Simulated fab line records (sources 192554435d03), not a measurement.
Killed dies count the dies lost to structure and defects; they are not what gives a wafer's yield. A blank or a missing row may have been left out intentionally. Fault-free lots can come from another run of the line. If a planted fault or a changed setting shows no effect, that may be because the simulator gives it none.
fab line records | flow n5_finfet
record: lots: 6 | wafers: 18 | last_day: 20
route steps=1938 shown SD_EPI_P@295 BEOL_M4@1111 PASSIVATION@1936
lots with no fault: from the same line, run without faults
start_h: the number of hours between the record's first day and the start of the first shown wafer of the lot | wait_h: hours from the lot's prior step to this one | " same as the row above | L1.1+2: a single row standing in for several wafers | - no value, or no start was given | * or withheld: withheld | < > ~ a bound
route shown NAME@n: a module of which the file shows steps, and the number in the route of the first | usual: average and standard deviation across the fault-free wafers | same: alike in all rows | chamber/n: place in a boat | sites: each site's reading | _std_site: standard deviation of those values | _edge_site: the outer-site mean with the inner-site mean subtracted | radius_mm: for every site, how far away it sits from the centre of the wafer | mask NAME#n: copy n | behind: the tool/chamber that last shaped the wafer | hold: reason for holding the lot/hours on hold/outcome of the hold | device: which transistor (n, p or np) failed to switch | end of line: the route-end tests of the same wafers | where a step has no rows: the recipe by itself | killed: dies lost to structure and defects at the first sort, not the wafer's yield | map: shows each die of a wafer: x if killed, . if not, _ if none is there
set.NAME: the run value of the setting; set.NAME@STEP: its run value at that earlier step | model.NAME: the simulator's own value behind a step, which no gauge read
certain route steps with their lots: each step a table, each wafer a row
services: the hour from which a tool's chamber was out of use, counted from the record's first day as start_h (under 0 if before that day), plus the number of hours and why
== steps ==
step: N5_SD_EPI_P_COAT_34
recipe: resist: SOC | temp_c: 250 | time_s: 60 | spin_rpm: 1500 | resist_thk_nm: 350
step: N5_SD_EPI_P_COAT_35
recipe: resist: SiARC | temp_c: 220 | time_s: 60 | spin_rpm: 1500 | resist_thk_nm: 35
step: N5_SD_EPI_P_COAT_03
recipe: resist: CAR-ArF-block | spin_rpm: 1500 | resist_thk_nm: 150
step: N5_SD_EPI_P_EBR_05
recipe: solvent: PGMEA | ebr_width_mm: 1.5
step: N5_SD_EPI_P_SOFTBAKE_04
recipe: temp_c: 110 | time_s: 60 | resist: CAR-ArF-block
step: N5_SD_EPI_P_EXPOSE_06
recipe: mask_id: SD_P_BLK | na: 1.35 | source_shape: conventional | sigma_outer: 0.8 | polarization: unpolarized | target_cd_nm: 240 | dose_mj: 39.5
step: N5_SD_EPI_P_PEB_07
recipe: peb_temp_c: 110 | peb_time_s: 60 | resist: CAR-ArF-block
step: N5_SD_EPI_P_DEVELOP_08
recipe: develop_time_s: 30 | developer: TMAH | resist: CAR-ArF-block | dev_temp_c: 23 | rinse_liquid: diw | dry: air_spin
step: N5_SD_EPI_P_CD_MEAS_09
recipe: target_cd_nm: 240 | landing_energy_ev: 500 | detector: se_inlens
usual: cd_nm: 240.0/0.82
lot.wafer | tool      | chamber | start_h | wait_h | cd_nm
L467.1    | cd_sem-01 | 0       | 91.32   | -      | 240.3
L467.3    | "         | 0       | "       | "      | 240.0
L467.6    | "         | 0       | "       | "      | 239.2
L469.1    | cd_sem-01 | 0       | 99.98   | -      | 239.3
L469.2    | "         | 0       | "       | "      | 239.1
L469.5    | "         | 0       | "       | "      | 240.1
L472.1    | cd_sem-02 | 0       | 122.42  | -      | 239.2
L472.5    | "         | 0       | "       | "      | 239.4
L472.6    | "         | 0       | "       | "      | 240.8
L473.1    | cd_sem-02 | 0       | 126.21  | -      | 240.9
L473.5    | "         | 0       | "       | "      | 239.1
L473.6    | "         | 0       | "       | "      | 240.4
L476.3    | cd_sem-01 | 0       | 142.56  | -      | 241.4
L476.5    | "         | 0       | "       | "      | 241.1
L476.6    | "         | 0       | "       | "      | 241.7
L483.3    | cd_sem-02 | 0       | 185.38  | -      | 240.7
L483.4    | "         | 0       | "       | "      | 240.7
L483.6    | "         | 0       | "       | "      | 240.3
step: N5_SD_EPI_P_OVL_MEAS_10
recipe: points_per_wafer: 44
usual: SD_P_BLK_OVL: 0.3/0.69
lot.wafer | tool       | chamber | start_h | wait_h | SD_P_BLK_OVL[nm]
L467.1    | overlay-02 | 0       | 91.35   | 0.0    | 0.9
L467.3    | "          | 0       | "       | "      | 0.9
L467.6    | "          | 0       | "       | "      | 0.1
L469.1    | overlay-02 | 0       | 100.01  | 0.0    | 0.2
L469.2    | "          | 0       | "       | "      | -1.5
L469.5    | "          | 0       | "       | "      | 0.5
L472.1    | overlay-02 | 0       | 122.45  | 0.0    | 2.0
L472.5    | "          | 0       | "       | "      | 1.2
L472.6    | "          | 0       | "       | "      | 0.7
L473.1    | overlay-01 | 0       | 126.24  | 0.0    | -0.2
L473.5    | "          | 0       | "       | "      | 0.2
L473.6    | "          | 0       | "       | "      | -0.3
L476.3    | overlay-02 | 0       | 142.58  | 0.0    | 1.3
L476.5    | "          | 0       | "       | "      | 0.2
L476.6    | "          | 0       | "       | "      | 0.8
L483.3    | overlay-02 | 0       | 185.41  | 0.0    | 0.8
L483.4    | "          | 0       | "       | "      | 0.1
L483.6    | "          | 0       | "       | "      | 1.1
step: N5_SD_EPI_P_INSPECT_11
recipe: mode: adi | inspect_instrument: macro
usual: raw_defect_count: 2.0/1.4
lot.wafer | tool              | chamber | start_h | wait_h | raw_defect_count
L467.1    | defect_inspect-01 | -       | 91.38   | 0.0    | 2
L467.3    | "                 | -       | "       | "      | 5
L467.6    | "                 | -       | "       | "      | 2
L469.1    | defect_inspect-02 | -       | 100.03  | 0.0    | 4
L469.2    | "                 | -       | "       | "      | 1
L469.5    | "                 | -       | "       | "      | 2
L472.1    | defect_inspect-02 | -       | 122.47  | 0.0    | 3
L472.5    | "                 | -       | "       | "      | 5
L472.6    | "                 | -       | "       | "      | 2
L473.1    | defect_inspect-02 | -       | 126.27  | 0.0    | 2
L473.5    | "                 | -       | "       | "      | 3
L473.6    | "                 | -       | "       | "      | 2
L476.3    | defect_inspect-02 | -       | 142.61  | 0.0    | 2
L476.5    | "                 | -       | "       | "      | 5
L476.6    | "                 | -       | "       | "      | 5
L483.3    | defect_inspect-01 | -       | 185.43  | 0.0    | 3
L483.4    | "                 | -       | "       | "      | 2
L483.6    | "                 | -       | "       | "      | 0
step: N5_SD_EPI_P_DESCUM_14
recipe: chemistry: O2 | time_s: 7.9 | source_power_w: 50 | bias_power_w: 20 | pressure_mtorr: 20 | rf_frequency_hz: 2.712e+07 | temp_c: 40 | resist: CAR-ArF-block | o2_flow_sccm: 225
usual: chamber_pressure_mTorr: 20.001/0.018 | drypump_motor_current_A: 5.6/0.43 | oes_product_au: 0.78/0.063 | rf_vpp_V: 243.4/1.4 | showerhead_plenum_p_Torr: 2.11/0.083 | temp_c: 40.01/0.12 | throttle_valve_pct: 20.42/0.21
lot.wafer | tool        | chamber | start_h | wait_h | chamber_pressure_mTorr | drypump_motor_current_A | oes_product_au | rf_hours_counter_h | rf_vpp_V | showerhead_plenum_p_Torr | temp_c | throttle_valve_pct
L467.1    | rie_diel-02 | 3       | 91.41   | 0.0    | 20.010                 | 5.7                     | 0.89           | 54                 | 241.6    | 2.03                     | 39.97  | 20.58
L467.3    | "           | 1       | "       | "      | 20.007                 | 6.4                     | 0.85           | 57                 | 244.3    | 2.24                     | 40.27  | 20.41
L467.6    | "           | 2       | "       | "      | 20.021                 | 5.0                     | 0.75           | -                  | 244.7    | 2.17                     | 40.00  | 20.43
L469.1    | rie_diel-06 | 0       | 100.06  | 0.0    | 20.014                 | 5.8                     | 0.82           | 102                | 243.1    | 2.08                     | 39.89  | 20.35
L469.2    | "           | 1       | "       | "      | 19.993                 | 5.5                     | 0.85           | 53                 | 244.4    | 2.22                     | 40.13  | 20.15
L469.5    | "           | 3       | "       | "      | 19.981                 | 6.0                     | 0.68           | -                  | 242.9    | 2.14                     | 40.16  | 20.68
L472.1    | rie_diel-06 | 3       | 122.51  | 0.0    | 19.999                 | 6.1                     | 0.67           | 244                | 243.5    | 2.14                     | 39.77  | 20.68
L472.5    | "           | 0       | "       | "      | 19.974                 | 5.8                     | 0.81           | -                  | 244.0    | 2.08                     | 40.07  | 20.36
L472.6    | "           | 1       | "       | "      | 19.997                 | 5.5                     | 0.84           | -                  | 243.1    | 2.22                     | 40.14  | 20.16
L473.1    | rie_diel-05 | 3       | 126.30  | 0.0    | 19.987                 | 5.7                     | 0.72           | 151                | 242.8    | 1.99                     | 40.14  | 20.19
L473.5    | "           | 3       | "       | "      | 19.991                 | 5.7                     | 0.73           | -                  | 242.0    | 1.99                     | 40.01  | 20.20
L473.6    | "           | 0       | "       | "      | 19.963                 | 5.0                     | 0.73           | -                  | 239.7    | 2.01                     | 39.98  | 20.61
L476.3    | rie_diel-06 | 0       | 142.64  | 0.0    | 20.008                 | 5.8                     | 0.80           | 112                | 243.9    | 2.08                     | 39.74  | 20.37
L476.5    | "           | 0       | "       | "      | 19.984                 | 5.8                     | 0.79           | -                  | 242.1    | 2.08                     | 39.74  | 20.36
L476.6    | "           | 1       | "       | "      | 19.993                 | 5.5                     | 0.83           | -                  | 245.7    | 2.22                     | 40.14  | 20.16
L483.3    | rie_diel-02 | 2       | 185.62  | 0.2    | 20.039                 | 5.0                     | 0.72           | 212                | 243.7    | 2.17                     | 40.07  | 20.47
L483.4    | "           | 1       | "       | "      | 20.016                 | 6.4                     | 0.82           | 78                 | 243.7    | 2.23                     | 39.77  | 20.45
L483.6    | "           | 2       | "       | "      | 19.965                 | 5.0                     | 0.73           | -                  | 243.7    | 2.17                     | 40.18  | 20.48
step: N5_SD_EPI_P_ETCH_36
recipe: chemistry: CF4 | target: SiARC | target_depth_a: 455 | mask_material: CAR-ArF-block | time_s: 75.8 | ion_energy_ev: 80 | pressure_mtorr: 40 | source_w: 545 | bias_w: 36 | Ar_flow_sccm: 100 | cf4_flow_sccm: 100 | ends: cleared
usual: chamber_pressure_mTorr: 39.99/0.069 | drypump_motor_current_A: 5.6/0.42 | etch_rf_on_time_s: 76.8/2.3 | oes_product_au: 0.66/0.051 | rf_vpp_V: 184.4/1.3 | showerhead_plenum_p_Torr: 2.16/0.077 | throttle_valve_pct: 15.64/0.21
lot.wafer | tool        | chamber | start_h | wait_h | chamber_pressure_mTorr | drypump_motor_current_A | etch_rf_on_time_s | oes_product_au | rf_hours_counter_h | rf_vpp_V | showerhead_plenum_p_Torr | throttle_valve_pct
L467.1    | rie_diel-02 | 3       | 91.45   | 0.0    | 39.95                  | 5.7                     | 78.2              | 0.73           | 54                 | 183.4    | 2.09                     | 15.77
L467.3    | "           | 1       | "       | "      | 39.94                  | 6.4                     | 79.2              | 0.71           | 57                 | 187.3    | 2.26                     | 15.46
L467.6    | "           | 2       | "       | "      | 39.99                  | 5.0                     | 79.5              | 0.62           | -                  | 184.8    | 2.21                     | 15.61
L469.1    | rie_diel-06 | 0       | 100.10  | 0.0    | 39.98                  | 5.8                     | 76.0              | 0.68           | 102                | 186.9    | 2.15                     | 15.72
L469.2    | "           | 1       | "       | "      | 39.99                  | 5.5                     | 75.4              | 0.73           | 53                 | 184.5    | 2.25                     | 15.21
L469.5    | "           | 3       | "       | "      | 40.09                  | 6.0                     | 72.6              | 0.59           | -                  | 185.7    | 2.19                     | 15.87
L472.1    | rie_diel-06 | 3       | 122.54  | 0.0    | 40.03                  | 6.1                     | 73.3              | 0.59           | 244                | 183.7    | 2.19                     | 15.89
L472.5    | "           | 0       | "       | "      | 40.00                  | 5.8                     | 77.7              | 0.67           | -                  | 183.7    | 2.15                     | 15.72
L472.6    | "           | 1       | "       | "      | 40.04                  | 5.5                     | 54.1              | 0.89           | -                  | 184.5    | 2.25                     | 15.23
L473.1    | rie_diel-05 | 3       | 126.34  | 0.0    | 39.32                  | 5.7                     | 74.2              | 0.66           | 151                | 183.1    | 2.05                     | 15.48
L473.5    | "           | 3       | "       | "      | 39.99                  | 5.7                     | 75.4              | 0.65           | -                  | 184.4    | 2.05                     | 15.47
L473.6    | "           | 0       | "       | "      | 40.12                  | 5.0                     | 78.0              | 0.62           | -                  | 182.0    | 2.06                     | 15.72
L476.3    | rie_diel-06 | 0       | 142.68  | 0.0    | 39.99                  | 5.8                     | 77.0              | 0.67           | 112                | 185.7    | 2.15                     | 15.74
L476.5    | "           | 0       | "       | "      | 39.97                  | 5.8                     | 77.1              | 0.67           | -                  | 184.4    | 2.15                     | 15.74
L476.6    | "           | 1       | "       | "      | 39.93                  | 5.6                     | 54.4              | 0.88           | -                  | 185.8    | 2.24                     | 15.24
L483.3    | rie_diel-02 | 2       | 185.66  | 0.0    | 39.98                  | 5.0                     | 80.0              | 0.60           | 212                | 185.0    | 2.20                     | 15.67
L483.4    | "           | 1       | "       | "      | 39.98                  | 6.4                     | 79.6              | 0.68           | 78                 | 187.1    | 2.25                     | 15.49
L483.6    | "           | 2       | "       | "      | 40.02                  | 5.0                     | 79.6              | 0.60           | -                  | 184.9    | 2.20                     | 15.67
step: N5_SD_EPI_P_ETCH_37
recipe: chemistry: N2/H2 | target: SOC | overetch_a: 1080 | mask_material: SiARC | temp_c: 40 | ion_energy_ev: 100 | source_w: 3000 | bias_w: 133 | pressure_mtorr: 20 | time_s: 486 | n2_flow_sccm: 200 | h2_flow_sccm: 200 | ends: end_point
usual: chamber_pressure_mTorr: 19.999/0.02 | drypump_motor_current_A: 5.6/0.43 | oes_product_au: 0.70/0.054 | rf_vpp_V: 241.0/1.5 | showerhead_plenum_p_Torr: 2.56/0.096 | temp_c: 39.99/0.11 | throttle_valve_pct: 23.9/0.42
lot.wafer | tool        | chamber | start_h | wait_h | chamber_pressure_mTorr | drypump_motor_current_A | oes_product_au | rf_hours_counter_h | rf_vpp_V | showerhead_plenum_p_Torr | temp_c | throttle_valve_pct
L467.1    | rie_diel-02 | 3       | 91.50   | 0.0    | 20.012                 | 5.7                     | 0.78           | 54                 | 240.0    | 2.51                     | 40.00  | 24.8
L467.3    | "           | 1       | "       | "      | 19.999                 | 6.4                     | 0.76           | 57                 | 244.0    | 2.68                     | 40.07  | 23.5
L467.6    | "           | 2       | "       | "      | 20.001                 | 5.0                     | 0.67           | -                  | 241.9    | 2.63                     | 40.07  | 23.8
L469.1    | rie_diel-06 | 0       | 100.15  | 0.0    | 19.970                 | 5.8                     | 0.72           | 102                | 242.3    | 2.58                     | 39.92  | 24.1
L469.2    | "           | 1       | "       | "      | 20.017                 | 5.5                     | 0.77           | 53                 | 243.0    | 2.67                     | 40.25  | 23.2
L469.5    | "           | 3       | "       | "      | 20.022                 | 6.1                     | 0.61           | -                  | 243.4    | 2.60                     | 39.97  | 24.1
L472.1    | rie_diel-06 | 3       | 122.60  | 0.0    | 19.965                 | 6.1                     | 0.61           | 244                | 240.2    | 2.60                     | 39.95  | 24.1
L472.5    | "           | 0       | "       | "      | 20.009                 | 5.8                     | 0.72           | -                  | 241.5    | 2.58                     | 39.92  | 24.1
L472.6    | "           | 1       | "       | "      | 19.993                 | 5.6                     | 0.77           | -                  | 242.4    | 2.67                     | 39.93  | 23.2
L473.1    | rie_diel-05 | 3       | 126.39  | 0.0    | 20.011                 | 5.8                     | 0.68           | 151                | 240.2    | 2.44                     | 40.16  | 23.7
L473.5    | "           | 3       | "       | "      | 20.000                 | 5.7                     | 0.68           | -                  | 239.4    | 2.44                     | 40.01  | 23.7
L473.6    | "           | 0       | "       | "      | 19.972                 | 5.0                     | 0.67           | -                  | 239.0    | 2.42                     | 39.85  | 23.9
L476.3    | rie_diel-06 | 0       | 142.73  | 0.0    | 19.997                 | 5.8                     | 0.71           | 112                | 240.7    | 2.57                     | 40.16  | 24.1
L476.5    | "           | 0       | "       | "      | 19.996                 | 5.8                     | 0.71           | -                  | 241.7    | 2.57                     | 40.03  | 24.1
L476.6    | "           | 1       | "       | "      | 19.957                 | 5.6                     | 0.76           | -                  | 242.1    | 2.66                     | 39.86  | 23.2
L483.3    | rie_diel-02 | 2       | 185.71  | 0.0    | 20.024                 | 5.0                     | 0.65           | 212                | 240.9    | 2.62                     | 39.95  | 23.8
L483.4    | "           | 1       | "       | "      | 19.998                 | 6.4                     | 0.74           | 78                 | 242.9    | 2.67                     | 39.96  | 23.5
L483.6    | "           | 2       | "       | "      | 20.017                 | 5.0                     | 0.65           | -                  | 241.6    | 2.62                     | 40.00  | 23.8
step: N5_BEOL_M4_RC_MEAS_101
usual: DIBL_N: 36.1/2.3 | DIBL_P: 36/3.2 | IOFF_N: 0.16/0.045 | IOFF_P: 0.21/0.049 | ION_N: 674/14 | ION_P: 462/8.4 | SS_N: 71.6/0.83 | SS_P: 73.2/0.87 | VT_N: 249/3.8 | VT_P: -250/3.4
lot.wafer | tool      | chamber | start_h | wait_h | DIBL_N[mV/V] | DIBL_P[mV/V] | IOFF_N[nA/um] | IOFF_P[nA/um] | ION_N[uA/um] | ION_P[uA/um] | SS_N[mV/dec] | SS_P[mV/dec] | VT_N[mV] | VT_P[mV]
L467.1    | prober-02 | 0       | 277.54  | 0.0    | 35.4         | 34           | 0.16          | 0.17          | 680          | 456          | 71.3         | 72.7         | 249      | -253
L467.3    | "         | 0       | "       | "      | 34.4         | 35           | 0.15          | 0.20          | 681          | 465          | 70.9         | 72.7         | 247      | -251
L467.6    | "         | 0       | "       | "      | 34.6         | 35           | 0.14          | 0.18          | 670          | 453          | 71.6         | 72.9         | 248      | -253
L469.1    | prober-02 | 0       | 286.55  | 0.0    | 33.5         | 32           | 0.11          | 0.14          | 664          | 453          | 70.6         | 72.3         | 254      | -257
L469.2    | "         | 0       | "       | "      | 39.3         | 38           | 0.19          | 0.22          | 673          | 456          | 73.2         | 73.2         | 249      | -252
L469.5    | "         | 0       | "       | "      | 37.1         | 37           | 0.16          | 0.20          | 669          | 461          | 71.9         | 73.6         | 250      | -252
L473.1    | prober-02 | 0       | 297.13  | 0.0    | 32.9         | 32           | 0.10          | 0.15          | 648          | 454          | 70.0         | 72.0         | 254      | -256
L473.5    | "         | 0       | "       | "      | 35.3         | 35           | 0.13          | 0.18          | 676          | 466          | 71.2         | 72.4         | 253      | -250
L473.6    | "         | 0       | "       | "      | 38.4         | 37           | 0.19          | 0.23          | 682          | 469          | 71.9         | 73.2         | 249      | -250
L472.1    | prober-02 | 0       | 317.41  | 0.0    | 38.7         | 39           | 0.18          | 0.27          | 694          | 480          | 72.5         | 74.5         | 248      | -248
L472.5    | "         | 0       | "       | "      | 34.2         | 33           | 0.11          | 0.19          | 669          | 468          | 71.1         | 72.6         | 251      | -249
L472.6    | "         | 0       | "       | "      | 34.9         | 34           | 0.12          | 0.22          | 648          | 457          | 71.4         | 72.3         | 252      | -250
L476.3    | prober-01 | 0       | 345.01  | 0.3    | 38.0         | 39           | 0.21          | 0.23          | 681          | 458          | 72.3         | 73.6         | 245      | -250
L476.5    | "         | 0       | "       | "      | 40.4         | 42           | 0.27          | 0.27          | 700          | 467          | 72.8         | 74.4         | 240      | -249
L476.6    | "         | 0       | "       | "      | 35.0         | 35           | 0.14          | 0.18          | 661          | 450          | 70.6         | 72.9         | 251      | -252
L483.3    | prober-02 | 0       | 364.75  | 0.3    | 36.8         | 34           | 0.16          | 0.18          | 681          | 461          | 70.7         | 73.5         | 247      | -251
L483.4    | "         | 0       | "       | "      | 34.9         | 32           | 0.13          | 0.17          | 685          | 471          | 70.6         | 71.9         | 248      | -253
L483.6    | "         | 0       | "       | "      | 39.1         | 36           | 0.19          | 0.20          | 686          | 461          | 71.7         | 73.6         | 248      | -251
step: N5_PASSIVATION_PROBE_49
usual: defect_limited_yield: 90.9/1.6 | killed_at_M0_to_M3: 37/11 | killed_at_M4_up: 15/5.6 | killed_at_contacts: 13/6.4 | killed_at_front_end: 39/11 | killed_at_other: 4/3.1 | killed_dies: 107/19 | killed_open: 71/14 | killed_short: 34/7.8 | sort_bin_5_function: 5.3/1 | sort_bin_6_memory: 3.4/0.72 | sort_bin_8_speed: 0.0/0.42 | sort_n_pass: 1072/20 | sort_yield_pct: 90.9/1.7
same: gross_dies: 1180 | killed_at_back_side: 0 | sort_bin_4_leakage[%]: 0
lot.wafer | tool      | chamber | start_h | wait_h | defect_limited_yield[%] | killed_at_M0_to_M3 | killed_at_M4_up | killed_at_contacts | killed_at_front_end | killed_at_other | killed_dies | killed_open | killed_short | sort_bin_5_function[%] | sort_bin_6_memory[%] | sort_bin_8_speed[%] | sort_n_pass | sort_yield_pct[%]
L469.1    | prober-01 | -       | 406.22  | 0.0    | 90.1                    | 38                 | 8               | 12                 | 56                  | 3               | 117         | 85          | 30           | 6.3                    | 3.5                  | 0                   | 1063        | 90.1
L469.2    | prober-01 | -       | 406.27  | 0.1    | 91.1                    | 36                 | 8               | 11                 | 46                  | 4               | 105         | 63          | 41           | 5.5                    | 3.0                  | 0                   | 1075        | 91.1
L469.5    | prober-01 | -       | 406.42  | 0.2    | 88.7                    | 47                 | 14              | 9                  | 49                  | 14              | 133         | 95          | 36           | 6.4                    | 4.4                  | 0                   | 1047        | 88.7
L476.5    | prober-02 | -       | 467.80  | 0.2    | 91.4                    | 33                 | 20              | 9                  | 37                  | 2               | 101         | 71          | 29           | 5.2                    | 3.1                  | 0                   | 1079        | 91.4
L476.6    | prober-02 | -       | 467.85  | 0.3    | 93.2                    | 19                 | 15              | 6                  | 38                  | 2               | 80          | 47          | 29           | 3.5                    | 2.9                  | 0                   | 1100        | 93.2
killed by level:class
L469.1 STI_FIN_REVEAL:geometric_particle:open=17 FIN_SAQP:geometric_particle:open=11 BEOL_M1:geometric_particle:open=10 BEOL_M3:geometric_particle:open=9 MOL_CONTACT_COAG:geometric_particle:open=8 BEOL_M2:geometric_particle:open=6 FIN_SAQP:geometric_particle:short=5 GATE_CUT:geometric_particle:short=5
L469.2 FIN_SAQP:geometric_particle:open=14 BEOL_M3:geometric_particle:open=9 MOL_CONTACT_COAG:geometric_particle:open=8 GATE_CUT:geometric_particle:short=6 BEOL_M0_SAQP:geometric_particle:open=6 STARTING-WAFER:geometric_particle:short=6 BEOL_M1:geometric_particle:open=5 BEOL_M4:geometric_particle:open=5
L469.5 STI_FIN_REVEAL:geometric_particle:open=16 FIN_SAQP:geometric_particle:open=15 BEOL_M3:geometric_particle:open=14 BEOL_M0_SAQP:geometric_particle:open=9 MOL_CONTACT_COAG:geometric_particle:open=8 BEOL_M0_SAQP:geometric_particle:short=6 BEOL_M0:geometric_particle:open=6 BEOL_M4:geometric_particle:open=6
L476.5 BEOL_M1:geometric_particle:open=9 BEOL_M4:geometric_particle:open=9 FIN_SAQP:geometric_particle:open=7 BEOL_M2:geometric_particle:open=6 MOL_CONTACT_COAG:geometric_particle:open=6 BEOL_M1:geometric_particle:short=6 FIN_SAQP:geometric_particle:short=5 STI_FIN_REVEAL:geometric_particle:open=4
L476.6 BEOL_M4:geometric_particle:open=9 FIN_SAQP:geometric_particle:short=7 STI_FIN_REVEAL:geometric_particle:open=7 BEOL_M0_SAQP:geometric_particle:short=7 GATE_CUT:geometric_particle:short=5 GATE_CUT:geometric_particle:open=4 MOL_CONTACT_COAG:geometric_particle:open=4 FIN_SAQP:geometric_particle:open=3
== services ==
tool        | chamber | start_h | hours | kind
rie_diel-05 | -       | 95.09   | 0.1   | repair
rie_diel-06 | 3       | 141.41  | 1.3   | repair
rie_diel-06 | 3       | 156.83  | 2.9   | repair
rie_diel-06 | 3       | 159.87  | -     | clean
rie_diel-06 | 3       | 159.87  | -     | consumable_replace:focus_ring
rie_diel-06 | 3       | 159.87  | 22.0  | scheduled_down
rie_diel-06 | 3       | 159.87  | 22.0  | vent_cycle
rie_diel-02 | -       | 169.40  | 14.6  | pm
rie_diel-05 | 3       | 183.44  | 8.8   | repair
== key ==
first_sign: step: N5_SD_EPI_P_ETCH_36 | reading: etch_rf_on_time_s | direction: down | sigmas: 9.9 | usual: * | struck: *
effect: step: N5_SD_EPI_P_ETCH_36 | reading: oes_product_au | direction: up | sigmas: 4.5 | usual: 0.66 | struck: 0.89
met_at N5_SD_EPI_P_ETCH_36
struck_wafers L472.6,L476.6
onset_between 100.10 122.54
fault: kind: process_parameter_drift | tool: rie_diel-06 | chamber: 1 | onset_h: 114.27 | steps: N5_SD_EPI_P_ETCH_36 | channel: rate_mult | offset: 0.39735 | shape: step | end_h: 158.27
